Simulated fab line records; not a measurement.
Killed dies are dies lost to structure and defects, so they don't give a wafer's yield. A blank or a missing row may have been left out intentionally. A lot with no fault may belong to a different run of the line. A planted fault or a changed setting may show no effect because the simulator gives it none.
Which tool is to blame? / flow n5-finfet / 11 lots, 33 wafers sampled, at 5 steps of a route of 1938

== WHAT EACH GAUGE READ, for each wafer ==
N5_BEOL_M4_RC_MEAS_101. Usual: CJ_P 5.85, standard deviation 0.19; DIBL_N 36.7 mV/V, standard deviation 1.8; DIBL_P 37.0 mV/V, standard deviation 2.4; IOFF_N 0.17 nA/um, standard deviation 0.036; IOFF_P 0.22 nA/um, standard deviation 0.042; ION_N 673 uA/um, standard deviation 12; ION_P 462 uA/um, standard deviation 8.5; RS_NWELL 1036 ohm/sq, standard deviation 7.1; SS_N 71.7 mV/dec, standard deviation 0.62; SS_P 73.4 mV/dec, standard deviation 0.65; VT_N 250 mV, standard deviation 3.7; VT_P -250 mV, standard deviation 3.7.
lot=L250; measured=day 8 20:34; on=prober-02; CJ_P=5.49 5.84 5.74; DIBL_N (mV/V)=38.5 38.2 37.8; DIBL_P (mV/V)=39.0 39.0 37.4; IOFF_N (nA/um)=0.19 0.21 0.19; IOFF_P (nA/um)=0.25 0.24 0.22; ION_N (uA/um)=671 675 667; ION_P (uA/um)=461 460 457; RS_NWELL (ohm/sq)=1038 1027 1032; SS_N (mV/dec)=71.5 71.9 72.0; SS_P (mV/dec)=73.3 74.6 73.4; VT_N (mV)=250 245 250; VT_P (mV)=-250 -250 -249; flag=
lot=L251; measured=day 9 03:59; on=prober-02; CJ_P=5.66 6.02 5.45; DIBL_N (mV/V)=36.8 36.4 38.0; DIBL_P (mV/V)=37.0 36.0 38.4; IOFF_N (nA/um)=0.15 0.14 0.18; IOFF_P (nA/um)=0.20 0.18 0.21; ION_N (uA/um)=660 666 667; ION_P (uA/um)=460 460 457; RS_NWELL (ohm/sq)=1034 1034 1041; SS_N (mV/dec)=72.2 71.8 72.5; SS_P (mV/dec)=73.1 73.5 73.6; VT_N (mV)=252 253 251; VT_P (mV)=-253 -255 -253; flag=
lot=L253; measured=day 9 22:57; on=prober-02; CJ_P=6.11 5.91 5.84; DIBL_N (mV/V)=34.1 36.1 33.6; DIBL_P (mV/V)=34.9 36.7 34.7; IOFF_N (nA/um)=0.11 0.13 0.11; IOFF_P (nA/um)=0.15 0.18 0.15; ION_N (uA/um)=642 654 647; ION_P (uA/um)=447 443 446; RS_NWELL (ohm/sq)=1053 1049 1042; SS_N (mV/dec)=71.1 71.3 70.5; SS_P (mV/dec)=73.3 72.7 72.5; VT_N (mV)=257 257 256; VT_P (mV)=-253 -252 -255; flag=
lot=L255; measured=day 10 17:13; on=prober-01; CJ_P=5.80 6.03 6.12; DIBL_N (mV/V)=35.5 36.9 39.9; DIBL_P (mV/V)=35.9 37.3 40.9; IOFF_N (nA/um)=0.15 0.17 0.24; IOFF_P (nA/um)=0.21 0.22 0.27; ION_N (uA/um)=669 669 687; ION_P (uA/um)=461 460 463; RS_NWELL (ohm/sq)=1031 1036 1037; SS_N (mV/dec)=71.5 72.1 73.2; SS_P (mV/dec)=72.5 73.8 74.7; VT_N (mV)=248 250 244; VT_P (mV)=-252 -252 -250; flag=
lot=L257; measured=day 10 17:46; on=prober-02; CJ_P=5.84 6.01 5.89; DIBL_N (mV/V)=41.1 38.2 37.5; DIBL_P (mV/V)=41.2 38.3 37.9; IOFF_N (nA/um)=0.24 0.18 0.17; IOFF_P (nA/um)=0.27 0.20 0.21; ION_N (uA/um)=692 672 670; ION_P (uA/um)=467 456 451; RS_NWELL (ohm/sq)=1034 1031 1036; SS_N (mV/dec)=72.5 72.0 71.7; SS_P (mV/dec)=73.7 73.1 73.3; VT_N (mV)=244 248 247; VT_P (mV)=-251 -255 -251; flag=
lot=L259; measured=day 10 23:26; on=prober-01; CJ_P=5.57 5.90 5.82; DIBL_N (mV/V)=36.1 34.9 35.9; DIBL_P (mV/V)=37.0 35.6 35.9; IOFF_N (nA/um)=0.14 0.12 0.13; IOFF_P (nA/um)=0.20 0.18 0.19; ION_N (uA/um)=658 649 659; ION_P (uA/um)=454 449 455; RS_NWELL (ohm/sq)=1040 1041 1044; SS_N (mV/dec)=70.6 71.2 71.2; SS_P (mV/dec)=73.7 73.3 73.3; VT_N (mV)=254 256 251; VT_P (mV)=-250 -251 -254; flag=
lot=L260; measured=day 10 21:02; on=prober-02; CJ_P=5.63 6.12 5.73; DIBL_N (mV/V)=37.4 36.3 37.2; DIBL_P (mV/V)=38.1 37.3 36.4; IOFF_N (nA/um)=0.18 0.16 0.16; IOFF_P (nA/um)=0.23 0.23 0.21; ION_N (uA/um)=675 687 689; ION_P (uA/um)=459 471 470; RS_NWELL (ohm/sq)=1051 1045 1039; SS_N (mV/dec)=71.5 71.8 71.9; SS_P (mV/dec)=74.1 73.4 73.1; VT_N (mV)=248 249 248; VT_P (mV)=-251 -250 -250; flag=
lot=L263; measured=day 12 16:13; on=prober-01; CJ_P=5.81 5.78 5.66; DIBL_N (mV/V)=36.7 35.1 37.1; DIBL_P (mV/V)=38.6 35.9 38.7; IOFF_N (nA/um)=0.16 0.14 0.19; IOFF_P (nA/um)=0.23 0.18 0.23; ION_N (uA/um)=667 662 691; ION_P (uA/um)=458 453 466; RS_NWELL (ohm/sq)=1041 1037 1032; SS_N (mV/dec)=71.5 72.0 71.7; SS_P (mV/dec)=74.3 74.2 74.5; VT_N (mV)=250 252 245; VT_P (mV)=-251 -257 -253; flag=
lot=L264; measured=day 12 05:52; on=prober-02; CJ_P=5.65 5.71 5.81; DIBL_N (mV/V)=38.3 36.7 38.1; DIBL_P (mV/V)=41.0 38.9 40.2; IOFF_N (nA/um)=0.20 0.19 0.22; IOFF_P (nA/um)=0.29 0.27 0.29; ION_N (uA/um)=686 693 693; ION_P (uA/um)=484 477 479; RS_NWELL (ohm/sq)=1051 1053 1042; SS_N (mV/dec)=72.5 71.0 71.9; SS_P (mV/dec)=74.2 73.6 73.2; VT_N (mV)=246 246 241; VT_P (mV)=-244 -244 -246; flag=
lot=L267; measured=day 12 23:07; on=prober-02; CJ_P=3.92 4.01 3.86; DIBL_N (mV/V)=38.5 36.2 35.7; DIBL_P (mV/V)=36.1 33.2 34.6; IOFF_N (nA/um)=0.19 0.14 0.16; IOFF_P (nA/um)=0.24 0.18 0.22; ION_N (uA/um)=677 662 686; ION_P (uA/um)=465 456 473; RS_NWELL (ohm/sq)=1012 1014 1018; SS_N (mV/dec)=73.4 71.1 71.4; SS_P (mV/dec)=73.8 72.7 73.1; VT_N (mV)=249 253 250; VT_P (mV)=-246 -250 -248; flag=OFF
lot=L268; measured=day 13 12:44; on=prober-02; CJ_P=4.01 3.99 3.75; DIBL_N (mV/V)=39.0 38.3 39.3; DIBL_P (mV/V)=39.1 38.4 39.2; IOFF_N (nA/um)=0.20 0.18 0.21; IOFF_P (nA/um)=0.25 0.23 0.25; ION_N (uA/um)=679 678 677; ION_P (uA/um)=462 472 459; RS_NWELL (ohm/sq)=1015 1016 1020; SS_N (mV/dec)=72.0 72.0 72.1; SS_P (mV/dec)=73.2 73.2 73.6; VT_N (mV)=248 247 248; VT_P (mV)=-251 -250 -249; flag=OFF

== WHAT TOOL EACH LOT RAN ON (gives the tool, then ch and the chambers of the sampled wafers, and finally the start) ==
lot=L250; N5_WELL_APT_IMPLANT_15=implanter-01 ch 0, day 1 20:02; N5_BEOL_M4_PRE_CLEAN_45=pvd-sputter-03, day 8 16:39; N5_BEOL_M4_ANNEAL_89=pvd-sputter-01, day 8 18:25; N5_BEOL_M4_ANNEAL_91=pvd-sputter-01, day 8 18:38
lot=L251; N5_WELL_APT_IMPLANT_15=implanter-02 ch 0, day 2 02:11; N5_BEOL_M4_PRE_CLEAN_45=pvd-sputter-01, day 9 00:10; N5_BEOL_M4_ANNEAL_89=pvd-sputter-01, day 9 02:04; N5_BEOL_M4_ANNEAL_91=pvd-sputter-01, day 9 02:17
lot=L253; N5_WELL_APT_IMPLANT_15=implanter-02 ch 0, day 2 14:15; N5_BEOL_M4_PRE_CLEAN_45=pvd-sputter-02, day 9 19:08; N5_BEOL_M4_ANNEAL_89=pvd-sputter-01, day 9 20:41; N5_BEOL_M4_ANNEAL_91=pvd-sputter-01, day 9 20:55
lot=L255; N5_WELL_APT_IMPLANT_15=implanter-02 ch 0, day 3 02:40; N5_BEOL_M4_PRE_CLEAN_45=pvd-sputter-03, day 10 12:26; N5_BEOL_M4_ANNEAL_89=pvd-sputter-03, day 10 14:58; N5_BEOL_M4_ANNEAL_91=pvd-sputter-03, day 10 15:11
lot=L257; N5_WELL_APT_IMPLANT_15=implanter-02 ch 0, day 3 14:35; N5_BEOL_M4_PRE_CLEAN_45=pvd-sputter-02, day 10 13:04; N5_BEOL_M4_ANNEAL_89=pvd-sputter-02, day 10 15:06; N5_BEOL_M4_ANNEAL_91=pvd-sputter-02, day 10 15:19
lot=L259; N5_WELL_APT_IMPLANT_15=implanter-02 ch 0, day 4 02:12; N5_BEOL_M4_PRE_CLEAN_45=pvd-sputter-01, day 10 20:01; N5_BEOL_M4_ANNEAL_89=pvd-sputter-03, day 10 21:30; N5_BEOL_M4_ANNEAL_91=pvd-sputter-03, day 10 21:43
lot=L260; N5_WELL_APT_IMPLANT_15=implanter-01 ch 0, day 4 08:03; N5_BEOL_M4_PRE_CLEAN_45=pvd-sputter-02, day 10 17:16; N5_BEOL_M4_ANNEAL_89=pvd-sputter-03, day 10 19:07; N5_BEOL_M4_ANNEAL_91=pvd-sputter-03, day 10 19:20
lot=L263; N5_WELL_APT_IMPLANT_15=implanter-02 ch 0, day 5 02:29; N5_BEOL_M4_PRE_CLEAN_45=pvd-sputter-02, day 12 12:37; N5_BEOL_M4_ANNEAL_89=pvd-sputter-03, day 12 14:16; N5_BEOL_M4_ANNEAL_91=pvd-sputter-03, day 12 14:29
lot=L264; N5_WELL_APT_IMPLANT_15=implanter-02 ch 0, day 5 08:11; N5_BEOL_M4_PRE_CLEAN_45=pvd-sputter-03, day 11 23:56; N5_BEOL_M4_ANNEAL_89=pvd-sputter-03, day 12 02:55; N5_BEOL_M4_ANNEAL_91=pvd-sputter-03, day 12 03:08
lot=L267; N5_WELL_APT_IMPLANT_15=implanter-02 ch 0, day 6 02:05; N5_BEOL_M4_PRE_CLEAN_45=pvd-sputter-01, day 12 18:58; N5_BEOL_M4_ANNEAL_89=pvd-sputter-01, day 12 21:04; N5_BEOL_M4_ANNEAL_91=pvd-sputter-01, day 12 21:17
lot=L268; N5_WELL_APT_IMPLANT_15=implanter-02 ch 0, day 6 08:03; N5_BEOL_M4_PRE_CLEAN_45=pvd-sputter-02, day 13 08:53; N5_BEOL_M4_ANNEAL_89=pvd-sputter-02, day 13 10:44; N5_BEOL_M4_ANNEAL_91=pvd-sputter-02, day 13 10:58
- N5_WELL_APT_IMPLANT_15
- N5_BEOL_M4_PRE_CLEAN_45: time 30 s.
- N5_BEOL_M4_ANNEAL_89: time 240 s.
- N5_BEOL_M4_ANNEAL_91: time 240 s.

== AS READ BY THE TOOLS THEMSELVES (means over the sampled wafers that have a number; for cases with no such wafer, the mark the record gives instead) ==
N5_WELL_APT_IMPLANT_15. Usual: end-station-pressure-torr 5.17e-06 Torr, standard deviation 2.7e-07.
lot=L250; tool=implanter-01; end-station-pressure-torr (Torr)=5.23e-06; flag=
lot=L251; tool=implanter-02; end-station-pressure-torr (Torr)=5.03e-06; flag=
lot=L253; tool=implanter-02; end-station-pressure-torr (Torr)=5.50e-06; flag=
lot=L255; tool=implanter-02; end-station-pressure-torr (Torr)=5.38e-06; flag=
lot=L257; tool=implanter-02; end-station-pressure-torr (Torr)=5.17e-06; flag=
lot=L259; tool=implanter-02; end-station-pressure-torr (Torr)=5.28e-06; flag=
lot=L260; tool=implanter-01; end-station-pressure-torr (Torr)=5.37e-06; flag=
lot=L263; tool=implanter-02; end-station-pressure-torr (Torr)=5.18e-06; flag=
lot=L264; tool=implanter-02; end-station-pressure-torr (Torr)=5.08e-06; flag=
lot=L267; tool=implanter-02; end-station-pressure-torr (Torr)=4.99e-06; flag=
lot=L268; tool=implanter-02; end-station-pressure-torr (Torr)=5.06e-06; flag=

N5_BEOL_M4_PRE_CLEAN_45. Usual: heater-power-w 339 W, standard deviation 37.
lot=L250; tool=pvd-sputter-03; heater-power-w (W)=341; flag=
lot=L251; tool=pvd-sputter-01; heater-power-w (W)=359; flag=
lot=L253; tool=pvd-sputter-02; heater-power-w (W)=340; flag=
lot=L255; tool=pvd-sputter-03; heater-power-w (W)=343; flag=
lot=L257; tool=pvd-sputter-02; heater-power-w (W)=354; flag=
lot=L259; tool=pvd-sputter-01; heater-power-w (W)=356; flag=
lot=L260; tool=pvd-sputter-02; heater-power-w (W)=334; flag=
lot=L263; tool=pvd-sputter-02; heater-power-w (W)=366; flag=
lot=L264; tool=pvd-sputter-03; heater-power-w (W)=339; flag=
lot=L267; tool=pvd-sputter-01; heater-power-w (W)=361; flag=
lot=L268; tool=pvd-sputter-02; heater-power-w (W)=373; flag=

N5_BEOL_M4_ANNEAL_89. Usual: heater-power-w 853 W, standard deviation 84.
lot=L250; tool=pvd-sputter-01; heater-power-w (W)=918; flag=
lot=L251; tool=pvd-sputter-01; heater-power-w (W)=884; flag=
lot=L253; tool=pvd-sputter-01; heater-power-w (W)=918; flag=
lot=L255; tool=pvd-sputter-03; heater-power-w (W)=851; flag=
lot=L257; tool=pvd-sputter-02; heater-power-w (W)=862; flag=
lot=L259; tool=pvd-sputter-03; heater-power-w (W)=802; flag=
lot=L260; tool=pvd-sputter-03; heater-power-w (W)=804; flag=
lot=L263; tool=pvd-sputter-03; heater-power-w (W)=844; flag=
lot=L264; tool=pvd-sputter-03; heater-power-w (W)=797; flag=
lot=L267; tool=pvd-sputter-01; heater-power-w (W)=861; flag=
lot=L268; tool=pvd-sputter-02; heater-power-w (W)=862; flag=

N5_BEOL_M4_ANNEAL_91. Usual: heater-power-w 852 W, standard deviation 85.
lot=L250; tool=pvd-sputter-01; heater-power-w (W)=913; flag=
lot=L251; tool=pvd-sputter-01; heater-power-w (W)=889; flag=
lot=L253; tool=pvd-sputter-01; heater-power-w (W)=918; flag=
lot=L255; tool=pvd-sputter-03; heater-power-w (W)=843; flag=
lot=L257; tool=pvd-sputter-02; heater-power-w (W)=867; flag=
lot=L259; tool=pvd-sputter-03; heater-power-w (W)=792; flag=
lot=L260; tool=pvd-sputter-03; heater-power-w (W)=801; flag=
lot=L263; tool=pvd-sputter-03; heater-power-w (W)=838; flag=
lot=L264; tool=pvd-sputter-03; heater-power-w (W)=790; flag=
lot=L267; tool=pvd-sputter-01; heater-power-w (W)=855; flag=
lot=L268; tool=pvd-sputter-02; heater-power-w (W)=866; flag=

== THE ANSWER, worked out from the rows above alone ==
Rule: lot off if the mean of its wafers having a number is beyond 3 standard deviations from the usual mean. A lot without any number at a reading at which 4 lots or more have one is off too. The other lots that the step has rows for count as sound. Order of review: gauges by route order, followed by the tools' own readings, for which a lot's mean as printed above is used. At the first step where some lot is off, the reading lying furthest off is the one used; lots without a number count as furthest.
Off: L267, L268, seen at N5_BEOL_M4_RC_MEAS_101 (CJ_P).
If a tool, at a process step before that reading, ran all the lots that are off and no sound lot after the first of them, it fits. Those tools and the gauges at N5_BEOL_M4_RC_MEAS_101 are tried in the same way. This does not decide it: 2 tools fit, namely implanter-02 at N5_WELL_APT_IMPLANT_15 and prober-02 at N5_BEOL_M4_RC_MEAS_101.

== WHAT WAS PUT IN BY THE SIMULATOR ==
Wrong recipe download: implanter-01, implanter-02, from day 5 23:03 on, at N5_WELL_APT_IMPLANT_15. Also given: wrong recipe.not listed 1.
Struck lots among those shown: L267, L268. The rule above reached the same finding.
